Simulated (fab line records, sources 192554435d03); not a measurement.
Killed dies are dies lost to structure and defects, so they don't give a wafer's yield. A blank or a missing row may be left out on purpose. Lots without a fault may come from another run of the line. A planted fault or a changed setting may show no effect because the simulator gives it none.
Chamber matching | flow n5_finfet | N5_BEOL_M8_CVD_78 on cvd_co-01: 3 sister chambers
The step deposits Co from CCTBA/H2, target thk 2 nm, time 142.3 s. 3 wafers are shown with their chamber, then 7 later ones without.

WAFERS WITH THEIR CHAMBER
wafer  | chamber | run_length_s (s)
L574.1 | 2       | 165.0
L574.4 | 0       | 166.4
L576.5 | 1       | 165.2

WAFERS WITHOUT THEIR CHAMBER
wafer  | run_length_s (s)
L576.6 | 165.8
L578.1 | 165.5
L578.4 | 165.1
L578.5 | 165.9
L579.1 | 165.4
L579.3 | 165.5
L579.5 | 165.7

WHICH CHAMBER EACH WENT THROUGH
wafer  | from the rows above          | in truth
L576.6 | can't be placed: 0 or 1 or 2 | 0
L578.1 | can't be placed: 1 or 2 or 0 | 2
L578.4 | can't be placed: 1 or 2      | 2
L578.5 | can't be placed: 0 or 1 or 2 | 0
L579.1 | can't be placed: 1 or 2      | 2
L579.3 | can't be placed: 1 or 2 or 0 | 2
L579.5 | can't be placed: 1 or 2 or 0 | 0
Placed correctly: 0 of 7. Can't be placed from these rows: 7 (the true chamber is among the candidates in 7). Placed wrongly: 0.
How it was worked out, from the rows above alone: a wafer's distance from a chamber is the root of the sum, over the readings, of the square of ((its reading less the chamber's mean) divided by the reading's scatter). The wafer belongs to the nearest chamber; if the next one is less than 2 further off, it can't be placed. A chamber's mean is the mean of its shown wafers. The scatter: with one shown wafer a chamber, the root of the mean of the squares of how far each hidden wafer lies from its nearest shown one.
